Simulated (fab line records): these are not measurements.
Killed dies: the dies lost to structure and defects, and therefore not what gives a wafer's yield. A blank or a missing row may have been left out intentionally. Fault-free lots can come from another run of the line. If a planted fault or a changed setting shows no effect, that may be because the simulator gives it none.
fab line records	flow n5_finfet
record lots=7	wafers=21
route steps=1938 shown BEOL_M4@1021 BEOL_M5@1142 BEOL_M7@1309 BEOL_M9@1440
start_h: the number of hours between the record's first day and the start of the first shown wafer of the lot	wait_h: time in hours since the lot's previous step	" unchanged from the row above	L1.1+2: several wafers, shown together as one row	- either no value or no given start	* or withheld: withheld	< > ~ a bound
route shown NAME@n: a module of which the file shows steps, and the number in the route of the first	usual: average and standard deviation across the fault-free wafers	same: alike in all rows	chamber/n: place in a boat	sites: each site's reading	_std_site: how widely they spread, as a standard deviation	_edge_site: mean of outer sites minus mean of inner sites	radius_mm: for every site, how far away it sits from the centre of the wafer	mask NAME#n: copy n	behind: the last tool/chamber to shape the wafer	hold: why the lot went on hold/how many hours it stayed there/how the hold came to an end	device: which transistor (n, p or np) failed to switch	end of line: the route-end tests of the same wafers	where a step has no rows: the recipe by itself	killed: dies that structure and defects cost at the first sort, which is not the same as the wafer's yield	map: dies across one wafer; x = killed, . = not, _ = none there
set.NAME: the run value of the setting; set.NAME@STEP: its run value at that earlier step	model.NAME: the simulator's own value behind a step, which no gauge read
lots run with intentionally changed settings; tables by step, rows by wafer
## steps
# step N5_BEOL_M4_ILD_DEP_00
# recipe material=SiOC	target_thk_a=790	temp_c=350	precursor=DEMS/O2	pressure_torr=5	rf_w=500	time_s=15.3
lot.wafer	tool	chamber	start_h	wait_h	set.time_s	model.SiOC_of_BEOL_M4_ILD_DEP_00.thk_nm
L081.1	pecvd-04	2	199.22	0.0	15.3	77.4
L081.4	"	1	"	"	14	72
L081.5	"	2	"	"	14	71.6
L083.1	pecvd-04	2	203.55	0.0	15.3	79
L083.4	"	2	"	"	15.3	78.6
L083.5	"	0	"	"	15.3	81.2
L084.1	pecvd-03	0	211.61	0.0	14.56	75
L084.3	"	1	"	"	15.3	78.2
L084.6	"	2	"	"	14.56	75.8
L085.4	pecvd-02	0	223.86	0.1	15.3	79.8
L085.5	"	1	"	"	15.3	79.6
L085.6	"	2	"	"	16.6	87
L086.2	pecvd-04	2	226.03	0.0	15.3	77.4
L086.4	"	0	"	"	15.3	79.8
L086.6	"	0	"	"	15.3	80.2
L088.3	pecvd-03	2	235.16	0.0	14.32	72.6
L088.4	"	0	"	"	14.32	73.8
L088.5	"	1	"	"	15.3	78.2
L095.3	pecvd-04	1	298.63	0.0	16.82	85.6
L095.4	"	1	"	"	15.3	79.6
L095.6	"	0	"	"	15.3	80.4
# step N5_BEOL_M4_THK_MEAS_01
# recipe reads=SiOC_of_BEOL_M4_ILD_DEP_00
# usual M4_ILD_THK=78.7/1.1
lot.wafer	tool	chamber	start_h	wait_h	set.time_s@BEOL_M4_ILD_DEP_00	M4_ILD_THK[nm]
L081.1	film_metro-01	-	199.29	0.0	15.3	77.3
L081.4	"	-	"	"	14	72.1
L081.5	"	-	"	"	14	71.6
L083.1	film_metro-02	-	203.62	0.0	15.3	78.9
L083.4	"	-	"	"	15.3	78.6
L083.5	"	-	"	"	15.3	81.2
L084.1	film_metro-02	-	211.68	0.0	14.56	75.0
L084.3	"	-	"	"	15.3	78.2
L084.6	"	-	"	"	14.56	75.8
L085.4	film_metro-02	-	223.91	0.0	15.3	79.8
L085.5	"	-	"	"	15.3	79.6
L085.6	"	-	"	"	16.6	86.9
L086.2	film_metro-02	-	226.11	0.1	15.3	77.5
L086.4	"	-	"	"	15.3	79.8
L086.6	"	-	"	"	15.3	80.1
L088.3	film_metro-02	-	235.23	0.1	14.32	72.6
L088.4	"	-	"	"	14.32	73.8
L088.5	"	-	"	"	15.3	78.3
L095.3	film_metro-02	-	298.70	0.1	16.82	85.6
L095.4	"	-	"	"	15.3	79.5
L095.6	"	-	"	"	15.3	80.3
# step N5_BEOL_M4_COAT_73
# recipe resist=underlayer	temp_c=205	time_s=60	spin_rpm=1500	resist_thk_nm=5
lot.wafer	tool	chamber	start_h	wait_h	set.spin_rpm
L081.1+4	litho_track-02	0	-	-	1500
L081.5	"	0	"	"	1342
L083.1+4+5	litho_track-04	0	-	-	1500
L084.1+3	litho_track-04	0	-	-	1641
L084.6	"	0	"	"	1500
L085.4+5+6	litho_track-02	0	-	-	1500
L086.2	litho_track-02	0	-	-	1548
L086.4+6	"	0	"	"	1500
L088.3+4+5	litho_track-05	0	-	-	1500
L095.3+6	litho_track-05	0	-	-	1500
L095.4	"	0	"	"	1343
# step N5_BEOL_M4_COAT_05
# recipe resist=CAR-EUV	spin_rpm=1500	resist_thk_nm=30
# step N5_BEOL_M4_EBR_07
# recipe solvent=PGMEA	ebr_width_mm=1.5
# step N5_BEOL_M4_DESCUM_16
# recipe chemistry=O2	time_s=7	source_power_w=50	bias_power_w=20	pressure_mtorr=20	rf_frequency_hz=2.712e+07	temp_c=40	resist=CAR-EUV	o2_flow_sccm=225
# step N5_BEOL_M4_ETCH_74
# recipe chemistry=N2/H2	target=underlayer	target_depth_a=65	mask_material=CAR-EUV	time_s=5.2	ion_energy_ev=200	pressure_mtorr=30	source_w=840	bias_w=150	n2_flow_sccm=200	h2_flow_sccm=200	ends=cleared
lot.wafer	tool	chamber	start_h	wait_h	set.spin_rpm@BEOL_M4_COAT_73	model.etch.depth_nm
L081.1	rie_diel-02	0	201.00	0.0	1500	5
L081.4	"	3	"	"	1500	5.002
L081.5	"	1	"	"	1342	5.287
L083.1	rie_diel-01	2	205.02	0.0	1500	4.984
L083.4	"	0	"	"	1500	4.986
L083.5	"	1	"	"	1500	4.99
L084.1	rie_diel-01	2	213.19	0.0	1641	4.777
L084.3	"	0	"	"	1641	4.78
L084.6	"	0	"	"	1500	4.998
L085.4	rie_diel-06	1	225.78	0.0	1500	5.001
L085.5	"	3	"	"	1500	5.004
L085.6	"	0	"	"	1500	5.021
L086.2	rie_diel-01	1	229.02	0.0	1548	4.919
L086.4	"	2	"	"	1500	4.991
L086.6	"	2	"	"	1500	5.006
L088.3	rie_diel-06	0	236.18	0.0	1500	4.998
L088.4	"	3	"	"	1500	4.999
L088.5	"	0	"	"	1500	5.011
L095.3	rie_diel-02	1	304.12	0.0	1500	4.972
L095.4	"	3	"	"	1343	5.25
L095.6	"	2	"	"	1500	4.971
# step N5_BEOL_M4_DESCUM_33
# recipe chemistry=O2	time_s=7	source_power_w=50	bias_power_w=20	pressure_mtorr=20	rf_frequency_hz=2.712e+07	temp_c=40	resist=CAR-EUV	o2_flow_sccm=225
lot.wafer	tool	chamber	start_h	wait_h	set.time_s	model.CAR-EUV_of_BEOL_M4_COAT_22.thk_nm
L081.1+5	rie_diel-02	1,3	201.84	0.0	5.754	26.6
L081.4	"	0	"	"	7	26
L083.1	rie_diel-01	1	206.04	0.1	7	26
L083.4+5	"	2,1	"	"	7	26.2
L084.1	rie_diel-01	3	214.03	0.0	7	25.8
L084.3+6	"	2,0	"	"	5.865	26.6
L085.4+5	rie_diel-06	2,0	226.78	0.0	7	26
L085.6	"	3	"	"	7	26.2
L086.2+4+6	rie_diel-01	3,2,2	229.99	0.0	7	26
L088.3+5	rie_diel-06	3	237.27	0.2	7	26
L088.4	"	1	"	"	7	26.2
L095.3	rie_diel-06	0	305.28	0.0	7	26.2
L095.4	"	1	"	"	5.928	26.8
L095.6	"	0	"	"	7	26
# step N5_BEOL_M4_ETCH_77
# recipe chemistry=N2/H2	target=underlayer	target_depth_a=65	mask_material=CAR-EUV	time_s=5.2	ion_energy_ev=200	pressure_mtorr=30	source_w=840	bias_w=150	n2_flow_sccm=200	h2_flow_sccm=200	ends=cleared
lot.wafer	tool	chamber	start_h	wait_h	set.time_s@BEOL_M4_DESCUM_33	model.CAR-EUV_of_BEOL_M4_COAT_22.thk_nm
L081.1+5	rie_diel-02	1,3	201.88	0.0	5.754	21
L081.4	"	0	"	"	7	20.4
L083.1+4+5	rie_diel-01	1,2,1	206.07	0.0	7	20.4
L084.1	rie_diel-01	3	214.07	0.0	7	20.2
L084.3+6	"	2,0	"	"	5.865	20.8
L085.4+5+6	rie_diel-06	2,0,3	226.82	0.0	7	20.4
L086.2+4+6	rie_diel-01	3,2,2	230.03	0.0	7	20.2
L088.3+4+5	rie_diel-06	3,1,3	237.30	0.0	7	20.4
L095.3+6	rie_diel-06	0	305.32	0.0	7	20.4
L095.4	"	1	"	"	5.928	21.2
# step N5_BEOL_M5_COAT_22
# recipe resist=CAR-EUV	spin_rpm=1500	resist_thk_nm=30
lot.wafer	tool	chamber	start_h	wait_h	set.spin_rpm	model.CAR-EUV_of_BEOL_M5_COAT_22.thk_nm
L081.1+4	litho_track-01	0	-	-	1500	30
L081.5	"	0	"	"	1377	31.4
L083.1+4+5	litho_track-01	0	-	-	1500	30
L084.1+3+6	litho_track-05	0	-	-	1500	30
L085.4+5	litho_track-03	0	-	-	1500	30.2
L085.6	"	0	"	"	1371	31.4
L086.2+4+6	litho_track-05	0	-	-	1500	30
L088.3+4+5	litho_track-03	0	-	-	1500	30.2
L095.3+6	litho_track-05	0	-	-	1500	30.2
L095.4	"	0	"	"	1500	30
# step N5_BEOL_M5_EXPOSE_25
# recipe mask_id=V4	na=0.33	source_shape=quasar	sigma_inner=0.2	sigma_outer=0.6	polarization=unpolarized	defocus_nm=10	dose_mj=52.75
lot.wafer	tool	chamber	start_h	wait_h	mask	set.dose_mj
L081.1+4+5	euv_scanner-02	0	214.39	-	V4#0	52.75
L083.1+4+5	euv_scanner-02	0	220.65	-	V4#0	52.75
L084.1+6	euv_scanner-02	0	227.48	-	V4#0	56.32
L084.3	"	0	"	"	V4#0	52.75
L085.4+6	euv_scanner-01	0	236.84	-	V4#0	52.75
L085.5	"	0	"	"	V4#0	50.23
L086.2+4+6	euv_scanner-01	0	242.90	-	V4#0	52.75
L088.3	euv_scanner-01	0	249.85	-	V4#0	51.04
L088.4+5	"	0	"	"	V4#0	52.75
L095.3+4+6	euv_scanner-02	0	322.63	-	V4#0	52.75
# step N5_BEOL_M5_PEB_26
# recipe peb_temp_c=100	peb_time_s=60	resist=CAR-EUV
# step N5_BEOL_M5_DEVELOP_27
# recipe develop_time_s=30	developer=TMAH	resist=CAR-EUV	rinse_liquid=surfactant_rinse	dry=air_spin	dev_temp_c=23
# step N5_BEOL_M5_CD_MEAS_28
# recipe target_cd_nm=30.6	landing_energy_ev=500	detector=se_inlens	target_cd_y_nm=20	polarity=opening
# usual cd_nm=30.70/0.26
lot.wafer	tool	chamber	start_h	wait_h	set.dose_mj@BEOL_M5_EXPOSE_25	cd_nm
L081.1	cd_sem-03	0	214.53	-	52.75	30.89
L081.4	"	0	"	"	52.75	30.57
L081.5	"	0	"	"	52.75	30.94
L083.1	cd_sem-02	0	220.79	-	52.75	30.61
L083.4	"	0	"	"	52.75	30.68
L083.5	"	0	"	"	52.75	30.45
L084.1	cd_sem-02	0	227.62	-	56.32	31.87
L084.3	"	0	"	"	52.75	30.63
L084.6	"	0	"	"	56.32	32.00
L085.4	cd_sem-03	0	236.96	-	52.75	30.54
L085.5	"	0	"	"	50.23	29.95
L085.6	"	0	"	"	52.75	30.73
L086.2	cd_sem-03	0	243.04	-	52.75	29.92
L086.4	"	0	"	"	52.75	30.55
L086.6	"	0	"	"	52.75	30.33
L088.3	cd_sem-02	0	249.97	-	51.04	29.51
L088.4	"	0	"	"	52.75	30.84
L088.5	"	0	"	"	52.75	30.81
L095.3	cd_sem-03	0	322.76	-	52.75	30.77
L095.4	"	0	"	"	52.75	30.92
L095.6	"	0	"	"	52.75	30.58
# step N5_BEOL_M5_DESCUM_33
# recipe chemistry=O2	time_s=7	source_power_w=50	bias_power_w=20	pressure_mtorr=20	rf_frequency_hz=2.712e+07	temp_c=40	resist=CAR-EUV	o2_flow_sccm=225
# step N5_BEOL_M5_ETCH_75
# recipe chemistry=N2/H2	target=underlayer	target_depth_a=65	mask_material=CAR-EUV	time_s=5.2	ion_energy_ev=200	pressure_mtorr=30	source_w=840	bias_w=150	n2_flow_sccm=200	h2_flow_sccm=200	ends=cleared
lot.wafer	tool	chamber	start_h	wait_h	set.spin_rpm@BEOL_M5_COAT_22	model.CAR-EUV_of_BEOL_M5_COAT_22.thk_nm
L081.1+4	rie_diel-04	1,0	214.69	0.0	1500	20.4
L081.5	"	2	"	"	1377	21.8
L083.1+4+5	rie_diel-04	3,2,3	221.30	0.0	1500	20.4
L084.1+3+6	rie_diel-05	1,3,3	227.78	0.0	1500	20.4
L085.4+5	rie_diel-04	1,0	237.24	0.0	1500	20.4
L085.6	"	3	"	"	1371	21.8
L086.2+4+6	rie_diel-04	0,2,0	243.19	0.0	1500	20.4
L088.3+4+5	rie_diel-05	3,1,1	250.13	0.0	1500	20.4
L095.3	rie_diel-04	1	323.14	0.0	1500	20.6
L095.4+6	"	3,1	"	"	1500	20.4
# step N5_BEOL_M7_ETCH_41
# recipe chemistry=CH3F/O2	target=SiCN	target_depth_a=319	taper_deg=2	time_s=57.8	ion_energy_ev=120	mask_material=TiN	pressure_mtorr=30	source_w=395	bias_w=75	Ar_flow_sccm=150	CH3F_flow_sccm=30	O2_flow_sccm=20
# usual rf_vpp_V=298.0/1.4
lot.wafer	tool	chamber	start_h	wait_h	set.bias_w	rf_vpp_V	model.etch.depth_nm
L081.1	rie_diel-03	2	-	-	75	298.1	22.27
L081.4	"	0	"	"	75	297.4	22.52
L081.5	"	1	"	"	75	298.7	22.42
L083.1	rie_diel-05	0	-	-	75	299.0	21.82
L083.4	"	1	"	"	75	299.3	21.82
L083.5	"	1	"	"	75	296.0	21.81
L084.1	rie_diel-03	3	-	-	68.7	280.3	20.97
L084.3	"	2	"	"	75	297.5	22.08
L084.6	"	0	"	"	68.7	282.7	21.72
L085.4	rie_diel-03	3	-	-	66.42	275.4	20.88
L085.5	"	0	"	"	66.42	275.9	21.4
L085.6	"	1	"	"	75	296.4	22
L086.2	rie_diel-04	0	-	-	75	298.6	21.97
L086.4	"	3	"	"	75	296.4	21.81
L086.6	"	3	"	"	75	294.8	21.63
L088.3	rie_diel-05	0	-	-	75	298.6	21.9
L088.4	"	1	"	"	75	298.7	21.63
L088.5	"	3	"	"	75	299.8	21.87
L095.3	rie_diel-03	0	-	-	83.15	319.1	23.2
L095.4	"	1	"	"	75	301.3	21.87
L095.6	"	3	"	"	75	297.9	21.63
# step N5_BEOL_M9_ETCH_66
# recipe chemistry=N2/H2	target=SOC	target_depth_a=800	overetch_a=160	mask_material=SiARC	temp_c=40	time_s=120	ion_energy_ev=200	pressure_mtorr=30	source_w=840	bias_w=150	n2_flow_sccm=200	h2_flow_sccm=200
lot.wafer	tool	chamber	start_h	wait_h	set.time_s	model.SiARC_of_BEOL_M9_COAT_64.thk_nm
L081.1	rie_diel-04	0	256.23	0.0	120	6.2
L081.4+5	"	3,0	"	"	97.4	7.4
L083.1+4+5	rie_diel-03	2,0,2	256.27	0.0	120	6.4
L084.1	rie_diel-05	0	264.31	0.0	120	6.4
L084.3	"	2	"	"	96.32	7.8
L084.6	"	1	"	"	120	6.6
L085.4+6	rie_diel-05	1,0	273.12	0.0	120	6.4
L085.5	"	1	"	"	120	6.6
L086.2	rie_diel-04	3	282.73	0.0	113.2	7
L086.4	"	0	"	"	113.2	6.8
L086.6	"	0	"	"	120	6.4
L088.3+4	rie_diel-03	0,1	292.11	0.0	120	6.4
L088.5	"	3	"	"	94.49	7.6
L095.3	rie_diel-05	0	360.84	0.0	120	6.4
L095.4+6	"	2,1	"	"	120	6.6
# step N5_BEOL_M9_TRENCH_ETCH_37
# recipe chemistry=C4F6/O2	target_depth_a=1514.3	target=SiCOH_lowk	time_s=49	ion_energy_ev=250	pressure_mtorr=30	source_w=345	bias_w=185	Ar_flow_sccm=300	C4F6_flow_sccm=10	O2_flow_sccm=10
lot.wafer	tool	chamber	start_h	wait_h	set.source_w	model.BEOL_M9.feature_depth_nm	model.etch.depth_nm
L081.1	rie_diel-04	0	-	-	345	151	151
L081.4	"	3	"	"	345	148.6	148.6
L081.5	"	0	"	"	364.7	153.8	153.9
L083.1	rie_diel-03	2	-	-	345	151	151.1
L083.4	"	0	"	"	345	154.2	154.2
L083.5	"	2	"	"	345	152.2	152.2
L084.1	rie_diel-05	0	-	-	372.9	157	156.9
L084.3	"	2	"	"	345	148.8	148.8
L084.6	"	1	"	"	345	152.4	152.4
L085.4	rie_diel-05	1	-	-	295.7	140.4	140.4
L085.5	"	1	"	"	345	149.6	149.6
L085.6	"	0	"	"	295.7	142.6	142.5
L086.2	rie_diel-04	3	-	-	396.5	156.8	156.8
L086.4	"	0	"	"	396.5	160.4	160.5
L086.6	"	0	"	"	396.5	159.4	159.4
L088.3	rie_diel-03	0	-	-	325.4	150	149.9
L088.4	"	1	"	"	345	150	149.9
L088.5	"	3	"	"	325.4	145	145
L095.3	rie_diel-05	0	-	-	345	149.4	149.5
L095.4	"	2	"	"	345	147	147.1
L095.6	"	1	"	"	403.7	157.6	157.7
# step N5_BEOL_M9_ETCH_41
# recipe chemistry=CH3F/O2	target=SiCN	target_depth_a=366	taper_deg=2	time_s=70.1	ion_energy_ev=120	mask_material=TiN	pressure_mtorr=30	source_w=395	bias_w=75	Ar_flow_sccm=150	CH3F_flow_sccm=30	O2_flow_sccm=20
# step N5_BEOL_M9_STRIP_80
# recipe chemistry=N2/H2	time_s=10	power_w=450	temp_c=40	pressure_mtorr=20	rf_frequency_hz=6e+07	bias_power_w=7	n2_flow_sccm=200	h2_flow_sccm=200
# step N5_BEOL_M9_OCD_MEAS_38
# usual trench_depth_nm=151.1/2.4
lot.wafer	tool	chamber	start_h	wait_h	set.source_w@BEOL_M9_TRENCH_ETCH_37	trench_depth_nm
L081.1	ocd-02	-	256.61	-	345	151.0
L081.4	"	-	"	"	345	148.7
L081.5	"	-	"	"	364.7	154.0
L083.1	ocd-02	-	256.65	-	345	150.5
L083.4	"	-	"	"	345	154.1
L083.5	"	-	"	"	345	152.0
L084.1	ocd-02	-	264.68	-	372.9	156.8
L084.3	"	-	"	"	345	148.8
L084.6	"	-	"	"	345	152.9
L085.4	ocd-01	-	273.51	-	295.7	140.3
L085.5	"	-	"	"	345	149.7
L085.6	"	-	"	"	295.7	142.7
L086.2	ocd-02	-	283.11	-	396.5	156.8
L086.4	"	-	"	"	396.5	160.5
L086.6	"	-	"	"	396.5	159.5
L088.3	ocd-01	-	292.49	-	325.4	150.4
L088.4	"	-	"	"	345	149.5
L088.5	"	-	"	"	325.4	144.7
L095.3	ocd-01	-	361.22	-	345	149.5
L095.4	"	-	"	"	345	147.2
L095.6	"	-	"	"	403.7	158.0
# step N5_BEOL_M9_HM_STRIP_39
# recipe chemistry=peroxide_tin_strip	material=TiN	target_depth_a=250	temp_c=50	time_s=158
# step N5_BEOL_M9_SRD_40
# recipe time_s=30	temp_c=23	rinse_liquid=diw	dry=ipa_marangoni
# step N5_BEOL_M9_ECD_50
# recipe material=Cu	target_thk_a=3180
# step N5_BEOL_M9_ANNEAL_51
# recipe temp_c=225	time_s=90	ambient=N2
# step N5_BEOL_M9_CMP_52
# recipe stop_on=SiCOH_lowk	t_overpolish_s=7	down_force_psi=1	platen_rpm=50	clearing_platen_down_force_psi=1.5	clearing_platen_rpm=50	post_cmp_clean=cu_alkaline	target_thk_nm=140	clearing_platen_pad_velocity_m_s=0.99484	pad_velocity_m_s=0.99484
lot.wafer	tool	chamber	start_h	wait_h	set.source_w@BEOL_M9_TRENCH_ETCH_37	model.Cu_of_BEOL_M9_ECD_50.thk_nm
L081.1	cmp-03	3	258.91	0.3	345	137.6
L081.4	"	0	"	"	345	135.4
L081.5	"	1	"	"	364.7	142.2
L083.1	cmp-01	3	259.45	0.3	345	140.2
L083.4	"	1	"	"	345	144.2
L083.5	"	2	"	"	345	140.8
L084.3	cmp-03	3	267.57	0.2	345	137.6
L084.1	"	0	"	"	372.9	146.2
L084.6	"	3	"	"	345	139.8
L085.4	cmp-03	2	275.30	0.2	295.7	130.4
L085.6	"	1	"	"	295.7	131.8
L085.5	"	2	"	"	345	140.4
L086.2	cmp-02	1	285.23	0.2	396.5	146.2
L086.4	"	3	"	"	396.5	150.2
L086.6	"	0	"	"	396.5	148
L088.3	cmp-03	3	296.14	0.2	325.4	137.6
L088.4	"	0	"	"	345	139
L088.5	"	3	"	"	325.4	133.2
L095.4	cmp-01	0	363.75	0.2	345	133.6
L095.3	"	1	"	"	345	136.8
L095.6	"	0	"	"	403.7	144.6
# step N5_BEOL_M9_THK_MEAS_53
# recipe thk_meas_gauge=xrf	reads=Cu_of_BEOL_M9_ECD_50
# usual M9_THK=138.7/2.9
lot.wafer	tool	chamber	start_h	wait_h	set.source_w@BEOL_M9_TRENCH_ETCH_37	M9_THK[nm]
L081.1	film_metro-02	-	259.13	-	345	136.5
L081.4	"	-	"	"	345	134.1
L081.5	"	-	"	"	364.7	140.7
L083.1	film_metro-01	-	259.71	-	345	138.9
L083.4	"	-	"	"	345	142.8
L083.5	"	-	"	"	345	139.9
L084.1	film_metro-01	-	267.82	-	372.9	143.6
L084.3	"	-	"	"	345	134.3
L084.6	"	-	"	"	345	137.2
L085.4	film_metro-01	-	275.56	-	295.7	130.0
L085.5	"	-	"	"	345	139.3
L085.6	"	-	"	"	295.7	130.5
L086.2	film_metro-02	-	285.49	-	396.5	143.3
L086.4	"	-	"	"	396.5	147.4
L086.6	"	-	"	"	396.5	145.5
L088.3	film_metro-01	-	296.44	-	325.4	136.1
L088.4	"	-	"	"	345	136.9
L088.5	"	-	"	"	325.4	131.2
L095.3	film_metro-01	-	364.01	-	345	135.2
L095.4	"	-	"	"	345	131.5
L095.6	"	-	"	"	403.7	142.7
# step N5_BEOL_M9_PRE_CLEAN_55
# recipe gas=NH3	time_s=15	temp_c=withheld	rf_power_w=300
# step N5_BEOL_M9_DEP_56
# recipe material=SiCN	target_thk_a=150	temp_c=withheld	precursor=3MS/NH3	pressure_torr=3	rf_w=202	time_s=26.5
# step N5_BEOL_M9_RS_MEAS_57
# recipe thk_meas_gauge=four-point-probe	reads=Cu_of_BEOL_M9_ECD_50+Co_of_BEOL_M9_CVD_78+TaN_of_BEOL_M9_ALD_74
# usual M9_RS=0.151/0.0034
lot.wafer	tool	chamber	start_h	wait_h	set.source_w@BEOL_M9_TRENCH_ETCH_37	M9_RS[ohm/sq]
L081.1	film_metro-01	-	259.26	0.1	345	0.154
L081.4	"	-	"	"	345	0.157
L081.5	"	-	"	"	364.7	0.149
L083.1	film_metro-02	-	259.84	0.1	345	0.150
L083.4	"	-	"	"	345	0.146
L083.5	"	-	"	"	345	0.150
L084.1	film_metro-02	-	267.96	0.1	372.9	0.144
L084.3	"	-	"	"	345	0.153
L084.6	"	-	"	"	345	0.151
L085.4	film_metro-01	-	275.70	0.0	295.7	0.164
L085.5	"	-	"	"	345	0.151
L085.6	"	-	"	"	295.7	0.162
L086.2	film_metro-01	-	285.62	0.1	396.5	0.144
L086.4	"	-	"	"	396.5	0.140
L086.6	"	-	"	"	396.5	0.142
L088.3	film_metro-02	-	296.58	0.1	325.4	0.153
L088.4	"	-	"	"	345	0.152
L088.5	"	-	"	"	325.4	0.159
L095.3	film_metro-01	-	364.15	0.1	345	0.155
L095.4	"	-	"	"	345	0.159
L095.6	"	-	"	"	403.7	0.146
## key
split step=N5_BEOL_M4_ILD_DEP_00	setting=time_s	stated=15.3	by=wafer
response step=N5_BEOL_M4_ILD_DEP_00	reading=model.SiOC_of_BEOL_M4_ILD_DEP_00.thk_nm	change=+0.686	per=1%	r=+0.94
response step=N5_BEOL_M4_THK_MEAS_01	reading=M4_ILD_THK	change=+0.684	per=1%	r=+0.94
split step=N5_BEOL_M4_COAT_73	setting=spin_rpm	stated=1500	by=wafer
response step=N5_BEOL_M4_ETCH_74	reading=model.etch.depth_nm	change=-0.0258	per=1%	r=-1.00
split step=N5_BEOL_M4_DESCUM_33	setting=time_s	stated=7	by=wafer
response step=N5_BEOL_M4_DESCUM_33	reading=model.CAR-EUV_of_BEOL_M4_COAT_22.thk_nm	change=-0.0422	per=1%	r=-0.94
response step=N5_BEOL_M4_ETCH_77	reading=model.CAR-EUV_of_BEOL_M4_COAT_22.thk_nm	change=-0.0401	per=1%	r=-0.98
split step=N5_BEOL_M5_COAT_22	setting=spin_rpm	stated=1500	by=wafer
response step=N5_BEOL_M5_COAT_22	reading=model.CAR-EUV_of_BEOL_M5_COAT_22.thk_nm	change=-0.154	per=1%	r=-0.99
response step=N5_BEOL_M5_ETCH_75	reading=model.CAR-EUV_of_BEOL_M5_COAT_22.thk_nm	change=-0.167	per=1%	r=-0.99
split step=N5_BEOL_M5_EXPOSE_25	setting=dose_mj	stated=52.75	by=wafer
response step=N5_BEOL_M5_CD_MEAS_28	reading=cd_nm	change=+0.207	per=1%	r=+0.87
split step=N5_BEOL_M7_ETCH_41	setting=bias_w	stated=75	by=wafer
response step=N5_BEOL_M7_ETCH_41	reading=rf_vpp_V	change=+1.82	per=1%	r=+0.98
response step=N5_BEOL_M7_ETCH_41	reading=model.etch.depth_nm	change=+0.0996	per=1%	r=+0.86
split step=N5_BEOL_M9_ETCH_66	setting=time_s	stated=120	by=wafer
response step=N5_BEOL_M9_ETCH_66	reading=model.SiARC_of_BEOL_M9_COAT_64.thk_nm	change=-0.0624	per=1%	r=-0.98
split step=N5_BEOL_M9_TRENCH_ETCH_37	setting=source_w	stated=345	by=wafer
response step=N5_BEOL_M9_TRENCH_ETCH_37	reading=model.BEOL_M9.feature_depth_nm	change=+0.584	per=1%	r=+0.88
response step=N5_BEOL_M9_TRENCH_ETCH_37	reading=model.etch.depth_nm	change=+0.584	per=1%	r=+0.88
response step=N5_BEOL_M9_OCD_MEAS_38	reading=trench_depth_nm	change=+0.583	per=1%	r=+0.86
response step=N5_BEOL_M9_CMP_52	reading=model.Cu_of_BEOL_M9_ECD_50.thk_nm	change=+0.651	per=1%	r=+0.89
response step=N5_BEOL_M9_THK_MEAS_53	reading=M9_THK	change=+0.643	per=1%	r=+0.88
response step=N5_BEOL_M9_RS_MEAS_57	reading=M9_RS	change=-0.000791	per=1%	r=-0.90
